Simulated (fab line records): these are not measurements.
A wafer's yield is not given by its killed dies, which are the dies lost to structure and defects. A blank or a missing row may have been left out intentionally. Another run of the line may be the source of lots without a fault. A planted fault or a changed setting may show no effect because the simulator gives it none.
fab line records    flow nand-harc
[record] lots = 6  wafers = 18  last-day = 24
route steps=1159 shown P_STI@69
lots with no fault: from the same line, run without faults
start-h: hours from the record's opening day to when the first of the lot's shown wafers began    wait-h: hours since the lot's step before    " identical to the entry in the row above    L1.1+2: several wafers, shown together as one row    - value missing, or start not given    * or withheld: withheld    < > ~ a bound
route shown NAME@n: NAME is a module with steps in the file, n the number in the route of the first one    usual: mean/standard deviation of fault-free wafers    same: alike in all rows    chamber/n: place in a boat    sites: each site's reading    _std_site: how widely they spread, as a standard deviation    _edge_site: outer sites' mean less inner sites'    radius-mm: how far each site lies from the wafer's centre    mask NAME#n: copy n    behind: the most recent tool/chamber to have shaped the wafer    hold: why the lot was held/for how many hours/how that ended    device: the transistor (n, p or np) that didn't switch    end of line: the route-end tests of the same wafers    for a step that has no rows: nothing shown but its recipe    killed: at the first sort, the dies lost to defects and structure; wafer yield is something else    map: per-die view of a wafer (x killed, . not killed, _ where there is no die)
set.NAME: the setting that was run; set.NAME@STEP: the one run at that earlier step    model.NAME: the simulator's own value behind a step, which no gauge read
lots seen at some steps along the route; tables by step, rows by wafer
services: a tool's chamber out of use, with start hour (start-h, from the record's first day; less than 0 if before it), hours out, and reason
[[steps]]
[step NHARC_P_STI_ETCH_26]
[recipe] target-depth-a = 110  chemistry = dHF  material = SiO2
[step NHARC_P_STI_PRECLEAN_27]
[recipe] time-s = *  temp-c = 50  bath-age-min = 0  chemistry = SC1
[step NHARC_P_STI_SRD_28]
[step NHARC_P_STI_OXIDE_29]
[recipe] target-thk-a = 100  temp-c = 900  ox-time-s = 1362  material = SiO2
[step NHARC_P_STI_HM_DEP_30]
[recipe] target-thk-a = 800  temp-c = 790  pressure-mtorr = 300  time-s = 873  material = Si3N4
[step NHARC_P_STI_DEHYDRATE_01]
[recipe] temp-c = 150  time-s = 120
[step NHARC_P_STI_HMDS_02]
[recipe] time-s = 30
[step NHARC_P_STI_COAT_41]
[recipe] temp-c = 200  time-s = 65
[step NHARC_P_STI_COAT_03]
[recipe] spin-rpm = 2000  resist-thk-nm = 600
[step NHARC_P_STI_SOFTBAKE_04]
[recipe] temp-c = 125  time-s = 70
[step NHARC_P_STI_EBR_05]
[step NHARC_P_STI_EXPOSE_06]
[recipe] na = 0.55  target-cd-nm = 200  dose-mj = 37.69  mask-id = P_STI
[step NHARC_P_STI_PEB_07]
[recipe] peb-temp-c = 128  peb-time-s = 80
[usual] chill-plate-temp-C = 23.03/0.11  heater-power-total-W = 189.8/0.8  plate-temp-C = 128.02/0.12
[same] peb-time-s = 80
lot.wafer  tool            chamber  start-h  wait-h  chill-plate-temp-C  heater-power-total-W  plate-temp-C
L346.1     litho-track-02  0        37.68    0.1     23.03               190.2                 128.13
L346.4     "               0        "        "       22.97               190.7                 128.06
L346.5     "               0        "        "       22.99               190.9                 128.27
L347.1     litho-track-07  0        48.72    0.1     22.90               188.7                 128.25
L347.5     "               0        "        "       23.06               189.1                 128.06
L347.6     "               0        "        "       23.05               188.5                 127.99
L354.1     litho-track-02  0        89.42    0.1     22.93               184.4                 125.08
L354.4     "               0        "        "       23.17               184.2                 125.16
L354.5     "               0        "        "       23.14               184.0                 125.30
L355.3     litho-track-02  0        98.19    0.1     23.02               185.2                 125.62
L355.4     "               0        "        "       22.92               185.1                 125.46
L355.6     "               0        "        "       22.98               185.4                 125.56
L365.2     litho-track-07  0        155.01   0.1     23.07               188.7                 128.16
L365.4     "               0        "        "       22.95               188.8                 128.26
L365.5     "               0        "        "       22.96               190.7                 128.08
L368.1     litho-track-07  0        172.71   0.1     22.82               188.7                 127.86
L368.2     "               0        "        "       22.84               189.6                 128.17
L368.6     "               0        "        "       22.90               190.4                 127.94
[step NHARC_P_STI_DEVELOP_08]
[recipe] time-s = 50  dev-temp-c = 22
[step NHARC_P_STI_CD_MEAS_09]
[recipe] target-cd-nm = 200  landing-energy-ev = 500
[usual] cd-nm = 199.6/1.7
lot.wafer  tool       chamber  start-h  wait-h  cd-nm
L346.1     cd-sem-03  0        37.77    -       200.5
L346.4     "          0        "        "       204.5
L346.5     "          0        "        "       200.6
L347.1     cd-sem-03  0        48.81    -       200.4
L347.5     "          0        "        "       200.1
L347.6     "          0        "        "       200.2
L354.1     cd-sem-03  0        89.51    -       173.0
L354.4     "          0        "        "       174.7
L354.5     "          0        "        "       173.1
L355.3     cd-sem-02  0        98.28    -       177.5
L355.4     "          0        "        "       174.5
L355.6     "          0        "        "       174.4
L365.2     cd-sem-01  0        155.09   -       200.7
L365.4     "          0        "        "       201.7
L365.5     "          0        "        "       197.7
L368.1     cd-sem-03  0        172.80   -       198.0
L368.2     "          0        "        "       199.4
L368.6     "          0        "        "       200.0
[step NHARC_P_STI_OVL_MEAS_10]
[usual] overlay-x-nm = 1/4.7  overlay-y-nm = -1/5.1
lot.wafer  tool        chamber  start-h  wait-h  overlay-x-nm  overlay-y-nm
L346.1     overlay-02  -        37.86    -       -7            2
L346.4     "           -        "        "       -7            2
L346.5     "           -        "        "       -6            2
L347.1     overlay-02  -        48.90    -       6             0
L347.5     "           -        "        "       6             0
L347.6     "           -        "        "       6             0
L354.1     overlay-01  -        89.60    -       -1            8
L354.4     "           -        "        "       0             9
L354.5     "           -        "        "       0             8
L355.3     overlay-02  -        98.36    -       3             -8
L355.4     "           -        "        "       4             -7
L355.6     "           -        "        "       3             -8
L365.2     overlay-01  -        155.19   -       -3            2
L365.4     "           -        "        "       -3            2
L365.5     "           -        "        "       -3            2
L368.1     overlay-01  -        172.89   -       -1            -11
L368.2     "           -        "        "       -1            -12
L368.6     "           -        "        "       -1            -11
[step NHARC_P_STI_INSPECT_11]
[usual] raw-defect-count = 5.3/2.7
lot.wafer  tool               chamber  start-h  wait-h  raw-defect-count
L346.1     defect-inspect-01  -        37.89    0.0     5
L346.4     "                  -        "        "       3
L346.5     "                  -        "        "       6
L347.1     defect-inspect-02  -        48.94    0.0     1
L347.5     "                  -        "        "       5
L347.6     "                  -        "        "       3
L354.1     defect-inspect-01  -        89.63    0.0     3
L354.4     "                  -        "        "       3
L354.5     "                  -        "        "       8
L355.3     defect-inspect-02  -        98.40    0.0     6
L355.4     "                  -        "        "       6
L355.6     "                  -        "        "       5
L365.2     defect-inspect-01  -        155.23   0.0     1
L365.4     "                  -        "        "       6
L365.5     "                  -        "        "       7
L368.1     defect-inspect-01  -        172.93   0.0     8
L368.2     "                  -        "        "       6
L368.6     "                  -        "        "       4
[step NHARC_P_STI_HARDBAKE_13]
[recipe] temp-c = 118  time-s = 65
[step NHARC_P_STI_DESCUM_14]
[recipe] time-s = 3  o2-flow-sccm = 200  ar-flow-sccm = 0  bias-power-w = 0  chemistry = O2
[usual] drypump-motor-current-A = 5.5/0.53  oes-product-au = 1.001/0.0095  rf-vpp-V = 57.9/0.87  showerhead-plenum-p-Torr = 1.95/0.082  throttle-valve-pct = 11.310/0.009
lot.wafer  tool         chamber  start-h  wait-h  drypump-motor-current-A  oes-product-au  rf-hours-counter-h  rf-vpp-V  showerhead-plenum-p-Torr  throttle-valve-pct  model.P_STI.cd-nm
L346.1     rie-diel-05  2        38.03    -       6.3                      1.000           0.8                 58.2      1.88                      11.314              200.3
L346.4     "            0        "        "       6.0                      1.006           1.1                 56.1      1.89                      11.318              203.5
L346.5     "            3        "        "       4.9                      0.986           -                   59.7      2.06                      11.309              200.7
L347.1     rie-diel-05  0        49.09    -       5.9                      1.005           1.5                 57.9      1.89                      11.317              199.1
L347.6     "            2        "        "       6.3                      1.017           -                   57.9      1.88                      11.311              200.2
L347.5     "            3        "        "       4.9                      0.992           -                   58.2      2.06                      11.311              200.2
L354.1     rie-diel-01  0        89.77    -       5.6                      0.989           4.2                 57.8      2.00                      11.310              173.7
L354.4     "            1        "        "       5.2                      0.999           4.3                 59.8      1.98                      11.297              174.3
L354.5     "            0        "        "       5.6                      0.998           -                   57.9      2.00                      11.322              173.5
L355.3     rie-diel-01  1        98.55    -       5.2                      0.999           4.7                 58.5      1.98                      11.311              177
L355.6     "            2        "        "       6.0                      0.994           -                   58.7      1.97                      11.293              174.4
L355.4     "            1        "        "       5.2                      0.993           -                   58.2      1.98                      11.304              174.3
L365.4     rie-diel-11  2        155.36   -       5.4                      1.005           6.1                 57.2      1.82                      11.332              201.8
L365.2     "            1        "        "       4.9                      0.997           7.7                 57.2      1.81                      11.307              200.3
L365.5     "            3        "        "       5.8                      0.998           -                   58.3      1.85                      11.299              197.4
L368.1     rie-diel-11  1        173.07   -       4.9                      0.992           8.7                 57.1      1.81                      11.318              197.5
L368.2     "            3        "        "       5.8                      1.024           8.8                 58.5      1.85                      11.311              199.2
L368.6     "            3        "        "       5.8                      1.005           -                   57.7      1.85                      11.320              200.1
[step NHARC_P_STI_ETCH_42]
[recipe] target-depth-a = 800  overetch-a = 240  time-s = 61  ion-energy-ev = 200  n2-flow-sccm = 150  h2-flow-sccm = 150  ar-flow-sccm = 0  rf-w = 400  bias-w = 150  chemistry = N2/H2
[usual] drypump-motor-current-A = 5.5/0.52  oes-product-au = 1.002/0.0082  rf-vpp-V = 431.5/2.6  showerhead-plenum-p-Torr = 2.08/0.089  throttle-valve-pct = 14.170/0.0082
lot.wafer  tool         chamber  start-h  wait-h  drypump-motor-current-A  oes-product-au  rf-hours-counter-h  rf-vpp-V  showerhead-plenum-p-Torr  throttle-valve-pct
L346.1     rie-diel-05  1        38.12    0.1     4.8                      1.007           1.1                 431.8     2.11                      14.162
L346.4     "            2        "        "       6.3                      0.999           0.8                 429.0     2.00                      14.148
L346.5     "            1        "        "       4.8                      1.015           -                   432.0     2.11                      14.178
L347.1     rie-diel-05  0        49.17    0.1     5.9                      1.004           1.5                 429.3     2.01                      14.168
L347.5     "            2        "        "       6.3                      1.010           -                   427.8     2.00                      14.157
L347.6     "            3        "        "       4.9                      1.009           -                   435.9     2.20                      14.176
L354.1     rie-diel-01  0        89.85    0.1     5.6                      1.008           4.2                 432.9     2.14                      14.171
L354.4     "            2        "        "       6.1                      0.981           4.4                 432.8     2.11                      14.159
L354.5     "            0        "        "       5.6                      0.995           -                   434.0     2.14                      14.167
L355.3     rie-diel-01  1        98.65    0.1     5.2                      0.995           4.7                 431.6     2.11                      14.166
L355.4     "            2        "        "       6.1                      0.987           -                   432.7     2.11                      14.170
L355.6     "            1        "        "       5.2                      0.999           -                   433.1     2.11                      14.176
L365.4     rie-diel-11  2        155.45   0.1     5.4                      1.000           6.1                 427.8     1.94                      14.156
L365.2     "            0        "        "       5.0                      1.011           8.4                 434.5     2.18                      14.168
L365.5     "            2        "        "       5.4                      0.994           -                   427.9     1.94                      14.185
L368.2     rie-diel-11  3        173.17   0.1     5.8                      1.014           8.8                 429.4     1.97                      14.188
L368.1     "            0        "        "       5.0                      1.002           9.3                 433.4     2.18                      14.168
L368.6     "            3        "        "       5.8                      1.013           -                   428.7     1.97                      14.170
[step NHARC_P_STI_ETCH_31]
[recipe] target-depth-a = 1089  time-s = 54.5  cf4-flow-sccm = 100  chf3-flow-sccm = 30  ar-flow-sccm = 0  rf-w = 500  bias-w = 200  chemistry = CF4/CHF3
[usual] drypump-motor-current-A = 5.5/0.51  oes-product-au = 0.962/0.018  rf-vpp-V = 371.6/2.2  showerhead-plenum-p-Torr = 1.60/0.064  throttle-valve-pct = 16.803/0.0088
lot.wafer  tool         chamber  start-h  wait-h  drypump-motor-current-A  oes-product-au  rf-hours-counter-h  rf-vpp-V  showerhead-plenum-p-Torr  throttle-valve-pct
L346.1     rie-diel-05  2        -        -       6.3                      0.961           0.9                 371.0     1.55                      16.801
L346.4     "            0        "        "       5.9                      0.976           1.1                 370.3     1.55                      16.799
L346.5     "            2        "        "       6.3                      0.957           -                   369.6     1.55                      16.800
L347.1     rie-diel-05  3        -        -       4.9                      0.930           1.3                 373.9     1.69                      16.808
L347.5     "            3        "        "       4.9                      0.929           -                   373.9     1.69                      16.806
L347.6     "            0        "        "       5.9                      0.959           -                   370.1     1.55                      16.785
L354.4     rie-diel-01  3        -        -       6.2                      0.981           4.6                 373.1     1.66                      16.814
L354.1     "            0        "        "       5.6                      0.959           4.2                 370.9     1.64                      16.814
L354.5     "            2        "        "       6.1                      0.966           -                   372.4     1.62                      16.782
L355.3     rie-diel-01  1        -        -       5.2                      0.960           4.8                 373.5     1.63                      16.811
L355.6     "            1        "        "       5.2                      0.954           -                   372.0     1.63                      16.797
L355.4     "            0        "        "       5.6                      0.953           -                   374.2     1.64                      16.815
L365.2     rie-diel-11  0        -        -       5.0                      0.982           8.4                 373.7     1.67                      16.795
L365.4     "            2        "        "       5.4                      0.963           6.2                 368.7     1.50                      16.777
L365.5     "            0        "        "       5.0                      0.988           -                   374.7     1.67                      16.814
L368.1     rie-diel-11  3        -        -       5.8                      0.980           8.8                 369.2     1.52                      16.801
L368.2     "            0        "        "       5.1                      0.960           9.4                 374.4     1.67                      16.800
L368.6     "            0        "        "       5.1                      0.960           -                   374.3     1.67                      16.804
[step NHARC_P_STI_ETCH_15]
[recipe] target-depth-a = 3000  taper-deg = 4  time-s = 100.1  hbr-flow-sccm = 150  cl2-flow-sccm = 50  rf-w = 400  icp-w = 400  bias-w = 100  chemistry = HBr/Cl2
[usual] drypump-motor-current-A = 5.9/0.47  mfc-cl2-sccm = 50.02/0.15  oes-product-au = 0.998/0.011  throttle-valve-pct = 26.405/0.009
lot.wafer  tool       chamber  start-h  wait-h  drypump-motor-current-A  mfc-cl2-sccm  oes-product-au  rf-hours-counter-h  throttle-valve-pct  model.P_STI.cd-nm
L346.4     rie-si-04  1        38.30    -       6.6                      50.14         0.997           0.6                 26.411              202.8
L346.1     "          2        "        "       5.3                      50.27         0.986           0.7                 26.388              199
L346.5     "          2        "        "       5.4                      50.14         0.989           -                   26.419              198.9
L347.1     rie-si-06  2        49.39    -       5.6                      50.00         0.989           0.2                 26.417              198.8
L347.5     "          3        "        "       6.1                      50.15         0.987           -                   26.419              200.1
L347.6     "          0        "        "       5.9                      50.07         1.000           -                   26.399              200
L354.1     rie-si-06  3        90.05    -       6.1                      50.05         1.001           0.6                 26.408              173.5
L354.5     "          3        "        "       6.1                      50.08         1.009           -                   26.411              173.4
L354.4     "          0        "        "       5.9                      49.94         0.994           -                   26.409              173.4
L355.3     rie-si-06  3        98.85    -       6.1                      50.07         0.994           0.8                 26.411              175.8
L355.6     "          0        "        "       5.9                      49.89         0.973           -                   26.409              173.4
L355.4     "          2        "        "       5.5                      50.07         0.988           -                   26.408              173.6
L365.4     rie-si-04  2        155.67   -       5.3                      49.89         1.006           0.4                 26.418              201.3
L365.2     "          3        "        "       5.2                      49.97         1.006           0.3                 26.413              198.4
L365.5     "          1        "        "       6.6                      49.87         0.989           -                   26.406              197
L368.2     rie-si-04  0        173.40   -       5.1                      49.88         0.993           0.5                 26.412              199.7
L368.1     "          1        "        "       6.5                      50.29         0.986           0.6                 26.404              196
L368.6     "          1        "        "       6.6                      50.31         0.991           -                   26.416              201
[step NHARC_P_STI_CD_MEAS_16]
[usual] cd-nm = 198.9/1.8
lot.wafer  tool       chamber  start-h  wait-h  cd-nm
L346.1     cd-sem-02  -        38.46    -       198.8
L346.4     "          -        "        "       202.9
L346.5     "          -        "        "       198.8
L347.1     cd-sem-03  -        49.51    -       198.4
L347.5     "          -        "        "       199.9
L347.6     "          -        "        "       200.0
L354.1     cd-sem-03  -        90.24    -       173.1
L354.4     "          -        "        "       173.4
L354.5     "          -        "        "       173.6
L355.3     cd-sem-02  -        99.04    -       176.1
L355.4     "          -        "        "       173.5
L355.6     "          -        "        "       173.4
L365.2     cd-sem-03  -        155.80   -       198.3
L365.4     "          -        "        "       201.3
L365.5     "          -        "        "       197.1
L368.1     cd-sem-02  -        173.57   -       196.3
L368.2     "          -        "        "       199.6
L368.6     "          -        "        "       201.2
[step NHARC_P_STI_OCD_MEAS_17]
[usual] trench-depth-nm = 300/4.3  trench-foot-cd-nm = 157.7/1.8
lot.wafer  tool    chamber  start-h  wait-h  trench-depth-nm  trench-foot-cd-nm
L346.1     ocd-01  -        38.55    0.1     294              159.2
L346.4     "       -        "        "       297              162.5
L346.5     "       -        "        "       297              159.4
L347.1     ocd-01  -        49.60    0.1     296              158.6
L347.5     "       -        "        "       294              159.6
L347.6     "       -        "        "       299              158.4
L354.1     ocd-01  -        90.33    0.1     299              131.8
L354.4     "       -        "        "       297              133.9
L354.5     "       -        "        "       301              131.2
L355.3     ocd-01  -        99.14    0.1     297              135.9
L355.4     "       -        "        "       295              133.3
L355.6     "       -        "        "       293              134.0
L365.2     ocd-01  -        155.90   0.1     301              158.4
L365.4     "       -        "        "       306              159.0
L365.5     "       -        "        "       298              156.6
L368.1     ocd-01  -        173.66   0.1     294              156.5
L368.2     "       -        "        "       301              157.2
L368.6     "       -        "        "       293              159.3
[step NHARC_P_STI_STRIP_19]
[recipe] time-s = 900  temp-c = 130  chemistry = SPM
[[services]]
tool            chamber  start-h  hours  kind
litho-track-07  -        14.00    7.0    pm
rie-diel-01     0        18.80    -      clean
rie-diel-01     1        18.80    -      clean
rie-diel-01     -        29.30    1.0    repair
rie-si-06       2        31.77    1.9    repair
rie-diel-05     2        53.34    15.6   repair
rie-si-04       1        55.51    4.7    repair
rie-diel-05     3        60.61    2.9    repair
rie-diel-11     2        76.15    14.3   repair
rie-si-06       1        81.96    19.3   repair
rie-diel-11     -        83.08    0.3    repair
rie-diel-01     3        91.63    16.4   repair
rie-si-04       -        99.00    9.0    pm
rie-diel-01     1        110.15   6.1    repair
rie-diel-05     0        117.56   1.6    repair
rie-si-04       0        119.54   6.9    repair
rie-diel-01     -        137.80   9.0    pm
rie-diel-01     1        152.81   12.9   repair
rie-diel-05     -        163.61   9.0    pm
litho-track-02  -        165.00   7.0    pm
rie-si-04       3        165.24   5.6    repair
rie-si-04       1        168.34   2.1    repair
rie-si-04       3        171.93   2.1    repair
rie-diel-11     2        172.02   2.8    repair
[[key]]
[first-sign] step = NHARC_P_STI_PEB_07  reading = plate-temp-C  direction = down  sigmas = 21  usual = *  struck = *
[effect] step = NHARC_P_STI_PEB_07  reading = heater-power-total-W  direction = down  sigmas = 6.4  usual = *  struck = *
[effect] step = NHARC_P_STI_CD_MEAS_09  reading = cd-nm  direction = down  sigmas = 15  usual = 199.6  struck = 174.5
[effect] step = NHARC_P_STI_CD_MEAS_16  reading = cd-nm  direction = down  sigmas = 14  usual = 198.9  struck = 173.8
[effect] step = NHARC_P_STI_OCD_MEAS_17  reading = trench-foot-cd-nm  direction = down  sigmas = 13  usual = 157.7  struck = 133.4
[model-effect] step = NHARC_P_STI_DESCUM_14  value = P_STI.cd-nm  without = 199.6  struck = 174.5
[model-effect] step = NHARC_P_STI_ETCH_15  value = P_STI.cd-nm  without = 199  struck = 173.9
met-at NHARC_P_STI_PEB_07
struck-wafers L354.1,L354.4,L354.5,L355.3,L355.4,L355.6
sort-left-out L354.1,L354.4,L354.5,L355.3,L355.4,L355.6
tester-left-out L354,L355
onset-between 37.68 89.42
[fault] kind = process-parameter-drift  tool = litho-track-02  chamber = -  onset-h = 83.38  steps = NHARC_P_STI_PEB_07  channel = peb-temp-c  offset = *  shape = step  end-h = 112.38  acts-in = *  stated = *
// tester-left-out: of these lots the tester's yield and bins aren't shown, on N5 and GAA mostly nor the transistor test; their killed dies are dies lost to structure and defects alone, not to doping, threshold or leakage, so they don't give the yield
// sort-left-out: the simulated sort isn't trusted on such a fault, so these wafers' sort isn't shown, and their yield isn't known
